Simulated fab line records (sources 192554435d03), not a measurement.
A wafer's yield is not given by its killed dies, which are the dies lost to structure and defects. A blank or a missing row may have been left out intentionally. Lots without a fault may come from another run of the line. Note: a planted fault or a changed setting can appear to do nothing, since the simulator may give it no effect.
Matching of chambers || flow n5-finfet || N5_BEOL_M0_SAQP_MANDREL2_REMOVE_110 on rie-si-02 has 4 sister chambers
The step chemistry HBr/Cl2/O2, target a-Si, stops on SiCN, bt time 10 s. 4 wafers are shown with their chamber, then 10 later ones without.

## WAFERS PAIRED WITH THEIR CHAMBERS
{"wafer": "L093.2", "chamber": 2, "throttle-valve-pct (%)": 36.60}
{"wafer": "L093.4", "chamber": 0, "throttle-valve-pct (%)": 36.66}
{"wafer": "L093.6", "chamber": 3, "throttle-valve-pct (%)": 37.20}
{"wafer": "L094.5", "chamber": 1, "throttle-valve-pct (%)": 36.57}

## WAFERS WITHOUT THEIR CHAMBER
{"wafer": "L094.6", "throttle-valve-pct (%)": 36.61}
{"wafer": "L095.2", "throttle-valve-pct (%)": 36.56}
{"wafer": "L095.5", "throttle-valve-pct (%)": 37.19}
{"wafer": "L095.6", "throttle-valve-pct (%)": 36.62}
{"wafer": "L096.1", "throttle-valve-pct (%)": 36.56}
{"wafer": "L096.3", "throttle-valve-pct (%)": 36.69}
{"wafer": "L096.4", "throttle-valve-pct (%)": 37.18}
{"wafer": "L097.2", "throttle-valve-pct (%)": 36.68}
{"wafer": "L097.3", "throttle-valve-pct (%)": 36.60}
{"wafer": "L097.5", "throttle-valve-pct (%)": 36.58}

## THE CHAMBER EACH PASSED THROUGH
{"wafer": "L094.6", "from the rows above": "can't be placed: 2 or 1", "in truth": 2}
{"wafer": "L095.2", "from the rows above": "can't be placed: 1 or 2", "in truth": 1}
{"wafer": "L095.5", "from the rows above": 3, "in truth": 3}
{"wafer": "L095.6", "from the rows above": "can't be placed: 2 or 0 or 1", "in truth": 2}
{"wafer": "L096.1", "from the rows above": "can't be placed: 1 or 2", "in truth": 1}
{"wafer": "L096.3", "from the rows above": 0, "in truth": 0}
{"wafer": "L096.4", "from the rows above": 3, "in truth": 3}
{"wafer": "L097.2", "from the rows above": 0, "in truth": 0}
{"wafer": "L097.3", "from the rows above": "can't be placed: 2 or 1", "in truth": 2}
{"wafer": "L097.5", "from the rows above": "can't be placed: 1 or 2", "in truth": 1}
Placed correctly: 4 of 10. These rows do not allow placing 6 (true chamber among the candidates in 6). Number placed wrongly: 0.
How it was worked out, from the rows above alone: a wafer's distance from a chamber is the root of the sum, over the readings, of the square of ((its reading less the chamber's mean) divided by the reading's scatter). If the next closest chamber is less than 2 further off than the closest, the wafer can't be placed; otherwise it belongs to the closest. A chamber's mean is the mean of its shown wafers. The scatter: root of mean squared gap, hidden wafer to nearest shown wafer, with one shown wafer a chamber.
